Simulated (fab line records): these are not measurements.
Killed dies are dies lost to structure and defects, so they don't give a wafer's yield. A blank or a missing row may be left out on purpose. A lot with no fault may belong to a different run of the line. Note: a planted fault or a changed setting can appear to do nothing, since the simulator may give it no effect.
Lot-split experiment | flow n5Finfet | on a route of 1938 steps: 7 lots, 21 wafers read

## ON THE SPLIT
At N5_MOL_CONTACT_COAG_CONTACT_ETCH_14 (etches SiO2 in C4F6/O2, target depth 27.5 nm, overetch 8.5 nm, time 20 s), the setting sourceW was moved away from the recipe's 370 W on 4 of the 21 wafers read, by -13.8% to -9.2%. The other wafers ran this setting at the recipe's value.

The reading is taken at the split's own step.

## THE READING
rfVppV, in V, at N5_MOL_CONTACT_COAG_CONTACT_ETCH_14 (etches SiO2 in C4F6/O2, target depth 27.5 nm, overetch 8.5 nm, time 20 s). A value of 692.7 V with a standard deviation of 2.3 V is what fault-free wafers of this fab line usually give.

wafer  | tool, chamber at the split | sourceW as run, W | against the recipe | rfVppV, V | against lot-mates on the recipe
L082.2 | rieDiel-04, 0              | 370               | recipe             | 693.2     | -
L082.3 | rieDiel-04, 1              | 370               | recipe             | 690.7     | -
L082.5 | rieDiel-04, 3              | 370               | recipe             | 695.5     | -
L083.4 | rieDiel-04, 1              | 370               | recipe             | 688.9     | -
L083.5 | rieDiel-04, 2              | 335.8             | -9.2%              | 705.9     | +14.6
L083.6 | rieDiel-04, 0              | 370               | recipe             | 693.8     | -
L084.2 | rieDiel-05, 1              | 370               | recipe             | 694.3     | -
L084.4 | rieDiel-05, 2              | 370               | recipe             | 693.3     | -
L084.5 | rieDiel-05, 3              | 370               | recipe             | 691.9     | -
L085.2 | rieDiel-03, 1              | 370               | recipe             | 693.1     | -
L085.3 | rieDiel-03, 0              | 370               | recipe             | 689.4     | -
L085.5 | rieDiel-03, 0              | 370               | recipe             | 689.8     | -
L088.1 | rieDiel-05, 2              | 370               | recipe             | 693.7     | -
L088.2 | rieDiel-05, 3              | 370               | recipe             | 692.0     | -
L088.5 | rieDiel-05, 2              | 370               | recipe             | 693.4     | -
L093.1 | rieDiel-03, 2              | 319.1             | -13.8%             | 722.1     | +27.5
L093.3 | rieDiel-03, 1              | 319.1             | -13.8%             | 732.8     | +38.2
L093.4 | rieDiel-03, 2              | 370               | recipe             | 694.6     | -
L096.1 | rieDiel-03, 2              | 370               | recipe             | 694.5     | -
L096.3 | rieDiel-03, 0              | 370               | recipe             | 690.7     | -
L096.4 | rieDiel-03, 3              | 324.6             | -12.3%             | 718.5     | +25.9

THE FIT
A straight line over all 21 wafers: rfVppV changes by -2.3 V for each +1% of sourceW; r = -0.96; the points scatter about the line by 3.3 V.
The same after taking each lot's own level away (the mean of its wafers on the recipe; 21 wafers): -2.22 V for each +1%; r = -0.97; scatter 2.8 V.
According to that fit, moving sourceW by its largest amount changes the reading by 30 V.
From 690.77 to 694.60 V: that is the span of the lots' own levels, equal to 1.7 times the standard deviation above.
The two slopes agree, so the slope changes little with the lot-to-lot level.
Check: for one of the wafers moved furthest among these (-13.8%), held out of the fit, the line's prediction against its lot-mates is +31.7 V. Against them it came out at +27.5 V.
Tool readings at the split's step, against how far the setting was moved: rfVppV r = -0.96.

## FILE'S OWN FIT
rfVppV changes by -2.13 V for each +1% of sourceW, r = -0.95.
